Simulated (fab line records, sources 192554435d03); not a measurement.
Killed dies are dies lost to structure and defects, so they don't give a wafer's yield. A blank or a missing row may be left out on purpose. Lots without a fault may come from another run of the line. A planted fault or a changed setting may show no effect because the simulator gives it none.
fab line records | flow n5_finfet
record lots=7 wafers=21 last_day=17
route steps=1938 shown BEOL_M3@938 BEOL_M4@1111
lots that met no fault: from a run of the same line without faults
start_h: hours from the record's first day to the start of the lot's first wafer shown | wait_h: hours since the lot's step before | " the same as in the row above | L1.1+2: a row that stands for several wafers | - no value, or no start given | * or withheld: withheld | < > ~ a bound
route shown NAME@n: a module of which the file shows steps, and the number in the route of the first | usual: mean/standard deviation of fault-free wafers | same: alike in all rows | chamber/n: place in a boat | sites: the reading at each site | _std_site: their standard deviation | _edge_site: outer sites' mean less inner sites' | radius_mm: how far each site lies from the wafer's centre | mask NAME#n: copy n | behind: the tool/chamber that last shaped the wafer | hold: why the lot was held/for how many hours/how that ended | device: the transistor (n, p or np) that didn't switch | end of line: the same wafers' tests at the end of the route | a step without rows: its recipe alone | killed: dies lost to structure and defects at the first sort, not the wafer's yield | map: a wafer's dies, x killed, . not, _ none there
set.NAME: the setting as run; set.NAME@STEP: as run at that earlier step | model.NAME: the simulator's own value behind a step, which no gauge read
lots at some steps of the route; a table a step, a row a wafer
services: from which hour (start_h, from the record's first day; less than 0 if before it) a tool's chamber was out of use, for how many hours, and why
## steps
# step N5_BEOL_M3_COAT_05
# recipe resist=CAR-EUV spin_rpm=1500 resist_thk_nm=30
# step N5_BEOL_M3_EBR_07
# recipe solvent=PGMEA ebr_width_mm=1.5
# step N5_BEOL_M3_SOFTBAKE_06
# recipe temp_c=110 time_s=60 resist=CAR-EUV
# step N5_BEOL_M3_EXPOSE_08
# recipe mask_id=M3 na=0.33 source_shape=dipole sigma_inner=0.369 sigma_outer=0.767 polarization=unpolarized dose_mj=33
# step N5_BEOL_M3_PEB_09
# recipe peb_temp_c=100 peb_time_s=60 resist=CAR-EUV
# step N5_BEOL_M3_DEVELOP_10
# recipe develop_time_s=30 developer=TMAH resist=CAR-EUV rinse_liquid=surfactant_rinse dry=air_spin dev_temp_c=23
# step N5_BEOL_M3_CD_MEAS_11
# recipe target_cd_nm=17.05 landing_energy_ev=500 detector=se_inlens polarity=opening
# usual cd_nm=17.13/0.26
# columns lot.wafer tool chamber start_h wait_h cd_nm
L838.1 cd_sem-03 0 143.26 - 16.89
L838.5 " 0 " " 16.88
L838.6 " 0 " " 17.18
L839.2 cd_sem-02 0 145.97 - 16.70
L839.4 " 0 " " 16.76
L839.6 " 0 " " 17.26
L854.2 cd_sem-03 0 241.34 - 17.18
L854.4 " 0 " " 17.89
L854.6 " 0 " " 17.32
L855.4 cd_sem-02 0 249.86 - 16.63
L855.5 " 0 " " 17.24
L855.6 " 0 " " 16.96
L857.2 cd_sem-03 0 266.06 - 17.48
L857.3 " 0 " " 16.73
L857.4 " 0 " " 17.05
L856.1 cd_sem-03 0 270.66 - 17.16
L856.3 " 0 " " 17.30
L856.5 " 0 " " 17.11
L860.1 cd_sem-02 0 283.06 - 17.35
L860.2 " 0 " " 17.33
L860.4 " 0 " " 17.04
# step N5_BEOL_M3_OVL_MEAS_12
# recipe points_per_wafer=522
# usual M3_OVL=0.1/0.64
# columns lot.wafer tool chamber start_h wait_h M3_OVL[nm]
L838.1 overlay-01 0 143.29 0.0 0.0
L838.5 " 0 " " 1.0
L838.6 " 0 " " 0.7
L839.2 overlay-01 0 146.00 0.0 0.4
L839.4 " 0 " " 0.3
L839.6 " 0 " " -0.1
L854.2 overlay-02 0 241.38 0.0 0.1
L854.4 " 0 " " 0.0
L854.6 " 0 " " -0.3
L855.4 overlay-01 0 249.90 0.0 -0.1
L855.5 " 0 " " 0.5
L855.6 " 0 " " 0.5
L857.2 overlay-01 0 266.09 0.0 0.0
L857.3 " 0 " " 0.1
L857.4 " 0 " " -0.1
L856.1 overlay-01 0 270.69 0.0 0.3
L856.3 " 0 " " -0.8
L856.5 " 0 " " 0.1
L860.1 overlay-01 0 283.09 0.0 -0.6
L860.2 " 0 " " 0.3
L860.4 " 0 " " -1.0
# step N5_BEOL_M3_INSPECT_13
# recipe mode=adi inspect_instrument=brightfield
# usual raw_defect_count=410/91
# columns lot.wafer tool chamber start_h wait_h raw_defect_count
L838.1 defect_inspect-02 - 143.35 0.1 511
L838.5 " - " " 323
L838.6 " - " " 371
L839.2 defect_inspect-02 - 146.06 0.0 532
L839.4 " - " " 680
L839.6 " - " " 541
L854.2 defect_inspect-01 - 241.43 0.0 343
L854.4 " - " " 321
L854.6 " - " " 404
L855.4 defect_inspect-02 - 249.95 0.0 406
L855.5 " - " " 579
L855.6 " - " " 501
L857.2 defect_inspect-02 - 266.15 0.0 420
L857.3 " - " " 457
L857.4 " - " " 501
L856.1 defect_inspect-02 - 270.74 0.1 488
L856.3 " - " " 584
L856.5 " - " " 558
L860.1 defect_inspect-02 - 283.15 0.1 403
L860.2 " - " " 395
L860.4 " - " " 506
# step N5_BEOL_M3_DESCUM_16
# recipe chemistry=O2 time_s=7 source_power_w=50 bias_power_w=20 pressure_mtorr=20 rf_frequency_hz=2.712e+07 temp_c=40 resist=CAR-EUV o2_flow_sccm=225
# usual drypump_motor_current_A=5.8/0.32 oes_product_au=0.80/0.079 rf_vpp_V=243.8/1.4 showerhead_plenum_p_Torr=2.13/0.073 throttle_valve_pct=20.38/0.25
# columns lot.wafer tool chamber start_h wait_h drypump_motor_current_A oes_product_au rf_hours_counter_h rf_vpp_V showerhead_plenum_p_Torr throttle_valve_pct
L838.1 rie_diel-03 3 143.78 0.4 5.8 0.94 9 243.3 2.13 20.30
L838.5 " 3 " " 5.8 0.94 - 243.0 2.13 20.34
L838.6 " 2 " " 5.4 0.80 - 244.0 2.11 20.46
L839.2 rie_diel-05 3 146.09 0.0 6.1 0.86 53 246.0 2.22 20.45
L839.4 " 0 " " 6.1 0.76 155 244.7 2.17 20.24
L839.6 " 2 " " 6.4 0.77 - 245.2 2.19 20.78
L854.2 rie_diel-05 3 241.46 0.0 6.1 0.82 84 243.7 2.21 20.50
L854.4 " 1 " " 5.7 0.84 66 243.5 2.11 20.26
L854.6 " 2 " " 6.3 0.73 - 244.7 2.18 20.84
L855.4 rie_diel-04 0 249.98 0.0 5.8 0.74 187 244.8 2.17 20.46
L855.5 " 3 " " 5.5 0.73 - 241.2 1.93 20.52
L855.6 " 2 " " 6.1 0.76 - 245.1 2.16 19.95
L857.2 rie_diel-05 3 266.18 0.0 6.1 0.81 90 245.3 2.21 20.49
L857.3 " 2 " " 6.4 0.73 173 245.1 2.18 20.83
L857.4 " 1 " " 5.7 0.85 74 243.3 2.11 20.28
L856.1 rie_diel-05 3 270.78 0.0 6.1 0.81 92 245.7 2.20 20.51
L856.3 " 2 " " 6.4 0.73 175 245.0 2.18 20.85
L856.5 " 1 " " 5.7 0.83 - 243.2 2.11 20.27
L860.1 rie_diel-03 3 283.37 0.2 5.8 0.86 52 243.7 2.11 20.40
L860.2 " 0 " " 5.2 0.89 44 244.6 2.14 20.30
L860.4 " 2 " " 5.4 0.76 139 242.1 2.09 20.51
# step N5_BEOL_M3_ETCH_74
# recipe chemistry=N2/H2 target=underlayer target_depth_a=65 mask_material=CAR-EUV time_s=5.2 ion_energy_ev=200 pressure_mtorr=30 source_w=840 bias_w=150 n2_flow_sccm=200 h2_flow_sccm=200 ends=cleared
# usual drypump_motor_current_A=5.8/0.31 etch_rf_on_time_s=5.19/0.11 oes_product_au=0.68/0.067 rf_vpp_V=525.1/2.9 showerhead_plenum_p_Torr=2.58/0.089 throttle_valve_pct=17.82/0.24
# columns lot.wafer tool chamber start_h wait_h drypump_motor_current_A etch_rf_on_time_s oes_product_au rf_hours_counter_h rf_vpp_V showerhead_plenum_p_Torr throttle_valve_pct
L838.1 rie_diel-03 3 143.82 0.0 5.8 5.18 0.81 9 526.6 2.60 17.72
L838.5 " 3 " " 5.8 5.14 0.80 - 526.6 2.60 17.75
L838.6 " 2 " " 5.5 5.07 0.68 - 523.4 2.58 17.97
L839.2 rie_diel-05 3 146.12 0.0 6.1 5.22 0.73 53 529.2 2.69 17.82
L839.4 " 0 " " 6.0 5.21 0.64 155 527.0 2.65 17.72
L839.6 " 2 " " 6.3 5.30 0.65 - 528.6 2.67 18.27
L854.2 rie_diel-05 3 241.50 0.0 6.1 5.22 0.69 84 528.9 2.68 17.94
L854.4 " 1 " " 5.7 5.26 0.73 66 524.7 2.57 17.80
L854.6 " 2 " " 6.3 5.39 0.63 - 527.2 2.66 18.30
L855.4 rie_diel-04 0 250.01 0.0 5.9 5.14 0.61 187 526.1 2.63 17.82
L855.5 " 3 " " 5.5 5.31 0.61 - 518.1 2.33 17.95
L855.6 " 2 " " 6.1 5.35 0.63 - 525.7 2.63 17.42
L857.2 rie_diel-05 3 266.21 0.0 6.1 5.20 0.70 90 529.5 2.68 17.91
L857.3 " 2 " " 6.4 5.33 0.62 173 525.5 2.65 18.31
L857.4 " 1 " " 5.7 5.26 0.71 74 525.1 2.57 17.86
L856.1 rie_diel-05 3 270.81 0.0 6.1 5.21 0.69 92 529.7 2.67 17.90
L856.3 " 2 " " 6.4 5.29 0.63 175 524.7 2.65 18.34
L856.5 " 1 " " 5.8 5.25 0.70 - 524.8 2.57 17.81
L860.1 rie_diel-03 3 283.40 0.0 5.8 5.27 0.73 52 524.5 2.58 17.83
L860.2 " 0 " " 5.2 5.04 0.75 44 525.0 2.59 17.65
L860.4 " 2 " " 5.4 5.16 0.65 139 526.0 2.56 18.02
# step N5_BEOL_M3_ETCH_63
# recipe chemistry=CF4 target=SiARC target_depth_a=156 mask_material=CAR-EUV time_s=26 ion_energy_ev=80 pressure_mtorr=40 source_w=545 bias_w=36 Ar_flow_sccm=100 cf4_flow_sccm=100 ends=cleared
# usual drypump_motor_current_A=5.8/0.32 etch_rf_on_time_s=25.9/0.53 oes_product_au=0.68/0.068 rf_vpp_V=184.4/1.2 showerhead_plenum_p_Torr=2.17/0.074 throttle_valve_pct=15.57/0.24
# columns lot.wafer tool chamber start_h wait_h drypump_motor_current_A etch_rf_on_time_s oes_product_au rf_hours_counter_h rf_vpp_V showerhead_plenum_p_Torr throttle_valve_pct
L838.1 rie_diel-03 3 143.83 0.0 5.8 26.3 0.80 9 184.0 2.19 15.49
L838.5 " 3 " " 5.8 26.0 0.80 - 185.5 2.19 15.50
L838.6 " 2 " " 5.4 25.3 0.69 - 185.7 2.16 15.59
L839.2 rie_diel-05 3 146.14 0.0 6.1 25.5 0.74 53 184.6 2.25 15.48
L839.4 " 0 " " 6.1 25.9 0.65 155 185.6 2.23 15.50
L839.6 " 2 " " 6.3 25.9 0.66 - 183.2 2.23 15.94
L854.2 rie_diel-05 3 241.51 0.0 6.1 26.1 0.70 84 184.7 2.24 15.56
L854.4 " 1 " " 5.8 26.0 0.72 66 184.3 2.18 15.51
L854.6 " 2 " " 6.3 26.1 0.64 - 186.1 2.22 16.02
L855.4 rie_diel-04 0 250.03 0.0 5.9 25.9 0.62 187 185.3 2.22 15.69
L855.5 " 3 " " 5.5 26.5 0.61 - 180.8 1.97 15.56
L855.6 " 2 " " 6.1 26.7 0.64 - 184.5 2.21 15.29
L857.2 rie_diel-05 3 266.23 0.0 6.1 26.2 0.68 90 184.1 2.24 15.56
L857.3 " 2 " " 6.3 26.5 0.63 173 184.5 2.22 16.02
L857.4 " 1 " " 5.7 26.3 0.71 74 184.8 2.17 15.53
L856.1 rie_diel-05 3 270.83 0.0 6.1 26.0 0.70 92 186.4 2.23 15.57
L856.3 " 2 " " 6.3 26.5 0.63 175 185.8 2.22 16.02
L856.5 " 1 " " 5.7 26.4 0.71 - 184.8 2.17 15.53
L860.1 rie_diel-03 3 283.42 0.0 5.8 26.4 0.73 52 184.5 2.17 15.58
L860.2 " 0 " " 5.2 24.8 0.76 44 185.1 2.17 15.35
L860.4 " 2 " " 5.4 25.8 0.64 139 184.2 2.15 15.67
# step N5_BEOL_M3_ETCH_64
# recipe chemistry=N2/H2 target=SOC target_depth_a=750 overetch_a=150 mask_material=SiARC temp_c=40 time_s=112.5 ion_energy_ev=200 pressure_mtorr=30 source_w=840 bias_w=150 n2_flow_sccm=200 h2_flow_sccm=200
# usual drypump_motor_current_A=5.8/0.32 oes_product_au=0.63/0.06 rf_vpp_V=525.0/2.7 showerhead_plenum_p_Torr=2.58/0.089 throttle_valve_pct=17.78/0.24
# columns lot.wafer tool chamber start_h wait_h drypump_motor_current_A oes_product_au rf_hours_counter_h rf_vpp_V showerhead_plenum_p_Torr throttle_valve_pct model.SiARC_of_BEOL_M3_COAT_62.thk_nm model.BEOL_M3.cd_offset_nm
L838.1 rie_diel-03 3 143.86 0.0 5.8 0.75 9 527.5 2.60 17.69 6.8 0.4
L838.5 " 3 " " 5.8 0.75 - 525.4 2.60 17.66 6.6 0.4
L838.6 " 2 " " 5.4 0.63 - 524.0 2.58 17.92 6.6 0
L839.2 rie_diel-05 3 146.17 0.0 6.1 0.68 53 527.7 2.69 17.79 6.8 -0.4
L839.4 " 0 " " 6.1 0.60 155 525.4 2.65 17.71 6.8 -0.6
L839.6 " 2 " " 6.3 0.61 - 527.4 2.67 18.24 7 -0.2
L854.2 rie_diel-05 3 241.54 0.0 6.1 0.64 84 527.9 2.68 17.85 6.8 0.4
L854.4 " 1 " " 5.7 0.67 66 525.0 2.57 17.76 7 0.4
L854.6 " 2 " " 6.4 0.59 - 526.6 2.66 18.28 8.4 -0.4
L855.4 rie_diel-04 0 250.06 0.0 5.8 0.57 187 525.3 2.63 17.79 6.8 0
L855.5 " 3 " " 5.5 0.58 - 517.3 2.33 17.88 7 -0.2
L855.6 " 2 " " 6.1 0.61 - 526.4 2.63 17.38 7 -0.2
L857.2 rie_diel-05 3 266.26 0.0 6.1 0.64 90 528.7 2.67 17.88 6.8 0.4
L857.3 " 2 " " 6.4 0.59 174 527.3 2.65 18.30 8.4 -0.6
L857.4 " 1 " " 5.7 0.66 74 523.5 2.57 17.79 6.8 0
L856.1 rie_diel-05 3 270.86 0.0 6.1 0.63 92 528.0 2.67 17.87 6.8 0.4
L856.3 " 2 " " 6.4 0.59 175 526.3 2.65 18.30 8.4 -0.2
L856.5 " 1 " " 5.7 0.66 - 526.6 2.57 17.80 7 0
L860.1 rie_diel-03 3 283.45 0.0 5.8 0.68 52 525.1 2.58 17.76 6.8 0.4
L860.2 " 0 " " 5.2 0.69 44 525.5 2.59 17.62 6.8 0.4
L860.4 " 2 " " 5.5 0.60 139 525.1 2.56 17.98 6.8 0.2
# step N5_BEOL_M3_STRIP_65
# recipe chemistry=N2/H2 temp_c=40 n2_flow_sccm=200 h2_flow_sccm=200 rf_frequency_hz=6e+07
# step N5_BEOL_M3_STRIP_75
# recipe chemistry=N2/H2 temp_c=40 n2_flow_sccm=200 h2_flow_sccm=200 rf_frequency_hz=6e+07
# step N5_BEOL_M3_STRIP_66
# recipe chemistry=CF4 resist=SiARC power_w=300 bias_power_w=75 pressure_mtorr=50 cf4_flow_sccm=150 rf_frequency_hz=6e+07
# usual drypump_motor_current_A=5.8/0.32 oes_product_au=0.79/0.076 rf_vpp_V=271.8/1.5 showerhead_plenum_p_Torr=1.82/0.061 throttle_valve_pct=13.53/0.25
# columns lot.wafer tool chamber start_h wait_h drypump_motor_current_A oes_product_au rf_hours_counter_h rf_vpp_V showerhead_plenum_p_Torr throttle_valve_pct
L838.1 rie_diel-03 3 143.99 0.0 5.8 0.94 9 272.0 1.82 13.41
L838.5 " 3 " " 5.8 0.92 - 271.9 1.82 13.39
L838.6 " 2 " " 5.4 0.78 - 272.5 1.81 13.57
L839.2 rie_diel-05 3 146.30 0.0 6.1 0.84 53 272.2 1.88 13.41
L839.4 " 0 " " 6.0 0.75 155 274.1 1.85 13.43
L839.6 " 2 " " 6.4 0.76 - 271.6 1.88 13.95
L854.2 rie_diel-05 3 241.67 0.0 6.1 0.81 84 275.0 1.87 13.48
L854.4 " 1 " " 5.7 0.84 66 271.6 1.82 13.44
L854.6 " 2 " " 6.4 0.73 - 271.9 1.87 14.01
L855.4 rie_diel-04 0 250.19 0.0 5.9 0.71 187 271.6 1.86 13.70
L855.5 " 3 " " 5.5 0.72 - 268.3 1.65 13.57
L855.6 " 2 " " 6.1 0.75 - 274.0 1.84 13.29
L857.2 rie_diel-05 3 266.39 0.0 6.1 0.80 90 274.1 1.87 13.50
L857.3 " 2 " " 6.3 0.74 174 272.8 1.87 14.01
L857.4 " 1 " " 5.7 0.83 74 270.9 1.82 13.46
L856.1 rie_diel-05 3 270.98 0.0 6.1 0.80 92 272.4 1.87 13.52
L856.3 " 2 " " 6.4 0.73 175 273.0 1.87 14.02
L856.5 " 1 " " 5.7 0.83 - 271.3 1.82 13.47
L860.1 rie_diel-03 3 283.57 0.0 5.8 0.85 52 272.7 1.81 13.49
L860.2 " 0 " " 5.2 0.85 44 272.4 1.82 13.30
L860.4 " 2 " " 5.5 0.74 139 271.3 1.80 13.65
# step N5_BEOL_M3_HM_OPEN_17
# recipe chemistry=Cl2/BCl3 target_depth_a=200 overetch_a=60 target=TiN mask_material=SOC ion_energy_ev=150 pressure_mtorr=10 icp_w=1000 bias_w=126 Cl2_flow_sccm=53.25 bcl3_flow_sccm=21.75 Ar_flow_sccm=25
# usual drypump_motor_current_A=5.79/0.22 oes_product_au=0.67/0.072 throttle_valve_pct=22.02/0.26
# columns lot.wafer tool chamber start_h wait_h drypump_motor_current_A oes_product_au rf_hours_counter_h throttle_valve_pct model.BEOL_M3.cd_offset_nm
L838.1 rie_metal-03 0 144.03 0.0 5.47 0.50 135 22.27 0.4
L838.5 " 0 " " 5.48 0.49 - 22.29 0.6
L838.6 " 1 " " 6.04 0.64 - 22.10 0
L839.2 rie_metal-01 1 146.34 0.0 6.00 0.62 65 22.36 -0.4
L839.4 " 0 " " 5.61 0.72 - 21.76 -0.6
L839.6 " 1 " " 5.97 0.63 - 22.36 -0.2
L854.2 rie_metal-01 0 241.71 0.0 5.61 0.69 26 21.77 0.6
L854.4 " 1 " " 5.97 0.60 - 22.39 0.4
L854.6 " 0 " " 5.61 0.70 - 21.79 -0.2
L855.4 rie_metal-01 0 250.26 0.1 5.60 0.69 - 21.80 0
L855.5 " 1 " " 5.98 0.60 - 22.41 -0.2
L855.6 " 0 " " 5.60 0.69 - 21.79 0
L857.2 rie_metal-02 0 266.43 0.0 5.51 0.69 35 21.94 0.4
L857.3 " 0 " " 5.56 0.69 - 21.94 -0.8
L857.4 " 1 " " 5.93 0.74 - 21.68 0
L856.1 rie_metal-01 1 271.03 0.0 6.00 0.59 75 22.41 0.4
L856.3 " 1 " " 6.01 0.59 - 22.41 -0.4
L856.5 " 1 " " 6.00 0.60 - 22.41 0
L860.1 rie_metal-02 0 283.61 0.0 5.50 0.68 36 21.94 0.4
L860.2 " 1 " " 5.97 0.73 15 21.70 0.4
L860.4 " 0 " " 5.51 0.68 - 21.95 0.2
# step N5_BEOL_M3_STRIP_19
# recipe chemistry=O2 power_w=400 temp_c=40 pressure_mtorr=30 rf_frequency_hz=6e+07 bias_power_w=0 overash_fraction=0.2 o2_flow_sccm=225
# usual drypump_motor_current_A=5.8/0.31 oes_product_au=0.79/0.071 rf_vpp_V=3.6/0.49 showerhead_plenum_p_Torr=2.13/0.078 throttle_valve_pct=16.62/0.24
# columns lot.wafer tool chamber start_h wait_h drypump_motor_current_A oes_product_au rf_hours_counter_h rf_vpp_V showerhead_plenum_p_Torr throttle_valve_pct
L838.1 rie_diel-04 2 144.41 0.3 6.1 0.78 141 2.7 2.18 16.23
L838.5 " 3 " " 5.5 0.75 - 3.6 1.94 16.65
L838.6 " 1 " " 5.6 0.67 - 3.5 2.07 16.53
L839.2 rie_diel-05 1 146.45 0.1 5.7 0.90 36 4.0 2.12 16.42
L839.4 " 3 " " 6.1 0.86 53 3.9 2.22 16.64
L839.6 " 3 " " 6.1 0.85 - 3.2 2.22 16.64
L854.2 rie_diel-05 1 241.82 0.1 5.7 0.85 66 2.7 2.11 16.48
L854.4 " 2 " " 6.4 0.74 167 3.0 2.19 17.06
L854.6 " 2 " " 6.4 0.75 - 3.4 2.19 17.07
L855.4 rie_diel-04 1 250.46 0.2 5.6 0.94 10 3.2 2.06 16.19
L855.5 " 3 " " 5.5 0.73 - 3.7 1.93 16.72
L855.6 " 2 " " 6.1 0.76 - 3.3 2.16 16.27
L857.2 rie_diel-05 1 266.62 0.2 5.8 0.83 74 3.5 2.11 16.52
L857.3 " 2 " " 6.3 0.73 174 3.9 2.19 17.08
L857.4 " 3 " " 6.1 0.81 90 3.3 2.21 16.71
L856.1 rie_diel-03 1 271.14 0.1 5.9 0.70 221 3.4 2.16 17.12
L856.3 " 3 " " 5.8 0.86 49 3.6 2.12 16.60
L856.5 " 0 " " 5.2 0.88 - 3.7 2.15 16.52
L860.1 rie_diel-04 3 283.73 0.1 5.5 0.72 185 3.2 1.93 16.73
L860.2 " 1 " " 5.6 0.91 20 3.3 2.06 16.22
L860.4 " 2 " " 6.1 0.75 184 4.3 2.16 16.31
# step N5_BEOL_M4_RC_MEAS_101
# usual DIBL_N=35.8/1.7 DIBL_P=35.9/1.9 IOFF_N=0.151/0.028 IOFF_P=0.21/0.037 ION_N=673/12 ION_P=463/8.3 SS_N=71.4/0.59 SS_P=73.2/0.63 VT_N=250/3.2 VT_P=-250/3.7
# columns lot.wafer tool chamber start_h wait_h DIBL_N[mV/V] DIBL_P[mV/V] IOFF_N[nA/um] IOFF_P[nA/um] ION_N[uA/um] ION_P[uA/um] SS_N[mV/dec] SS_P[mV/dec] VT_N[mV] VT_P[mV]
L838.1 prober-01 0 160.53 0.0 38.0 37.1 0.180 0.26 679 470 71.7 74.2 247 -243
L838.5 " 0 " " 39.8 38.5 0.206 0.29 692 469 72.6 73.6 246 -242
L838.6 " 0 " " 37.2 36.8 0.161 0.26 691 481 72.0 73.2 250 -246
L839.2 prober-01 0 166.36 0.2 36.6 36.2 0.176 0.26 687 483 70.9 73.5 246 -246
L839.4 " 0 " " 34.8 33.3 0.137 0.20 670 460 71.3 73.6 250 -249
L839.6 " 0 " " 35.3 34.4 0.148 0.23 686 481 71.1 73.5 250 -246
L854.2 prober-02 0 263.86 0.2 36.1 36.6 0.145 0.20 677 466 71.4 73.4 250 -253
L854.4 " 0 " " 34.2 34.4 0.111 0.17 665 454 70.6 73.0 257 -255
L854.6 " 0 " " 35.6 36.4 0.129 0.19 680 470 71.6 73.3 255 -253
L855.4 prober-01 0 277.06 0.5 35.7 36.5 0.157 0.23 681 464 71.5 72.8 248 -247
L855.5 " 0 " " 34.5 35.5 0.135 0.22 672 477 71.5 72.7 250 -249
L855.6 " 0 " " 32.3 32.7 0.104 0.17 660 461 70.5 71.3 255 -253
L857.2 prober-01 0 286.09 0.2 33.3 33.2 0.122 0.16 657 459 70.9 73.0 255 -255
L857.3 " 0 " " 35.6 36.3 0.153 0.20 664 458 71.4 73.7 250 -251
L857.4 " 0 " " 32.7 32.6 0.113 0.16 665 463 70.5 73.1 257 -254
L856.1 prober-01 0 292.40 0.0 36.6 37.1 0.168 0.24 695 470 72.2 74.0 248 -245
L856.3 " 0 " " 35.8 36.0 0.153 0.23 672 469 71.8 73.5 250 -248
L856.5 " 0 " " 34.9 35.5 0.147 0.22 673 470 71.2 73.0 251 -249
L860.1 prober-01 0 304.57 0.0 35.5 34.9 0.142 0.20 663 456 70.9 73.8 251 -250
L860.2 " 0 " " 37.1 37.4 0.171 0.24 678 469 71.3 72.9 251 -248
L860.4 " 0 " " 35.8 35.8 0.153 0.21 674 465 71.3 73.4 251 -248
## services
# columns tool chamber start_h hours kind
rie_diel-05 - 127.03 0.2 repair
rie_diel-05 1 162.56 1.5 repair
rie_metal-03 0 168.32 7.0 repair
rie_metal-02 - 170.58 0.4 repair
rie_metal-03 0 175.32 - clean
rie_metal-03 0 175.32 28.1 scheduled_down
rie_metal-03 0 175.32 28.1 vent_cycle
rie_diel-04 1 187.05 - clean
rie_diel-04 1 187.05 - consumable_replace:focus_ring
rie_diel-04 1 187.05 25.7 scheduled_down
rie_diel-04 1 187.05 25.7 vent_cycle
rie_diel-04 - 193.45 0.5 repair
rie_diel-05 2 195.74 11.3 repair
rie_metal-03 - 263.04 2.5 repair
rie_metal-03 - 272.00 1.2 repair
rie_diel-04 2 272.67 4.3 repair
rie_metal-01 - 274.15 2.8 pm
rie_diel-05 0 282.06 8.2 repair
## key
first_sign none at tools or gauges
model_effect step=N5_BEOL_M3_ETCH_64 value=SiARC_of_BEOL_M3_COAT_62.thk_nm without=7.067 struck=8.4
model_effect step=N5_BEOL_M3_HM_OPEN_17 value=BEOL_M3.cd_offset_nm without=0.1333 struck=-0.4667
met_at N5_BEOL_M3_ETCH_64
struck_wafers L854.6,L856.3,L857.3
sort_left_out L854.6,L856.3,L857.3
onset_between 146.17 241.54
fault kind=process_parameter_drift tool=rie_diel-05 chamber=2 onset_h=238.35 steps=N5_BEOL_M3_ETCH_64 channel=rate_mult offset=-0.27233 shape=step end_h=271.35
# sort_left_out: the simulated sort isn't trusted on such a fault, so these wafers' sort isn't shown, and their yield isn't known
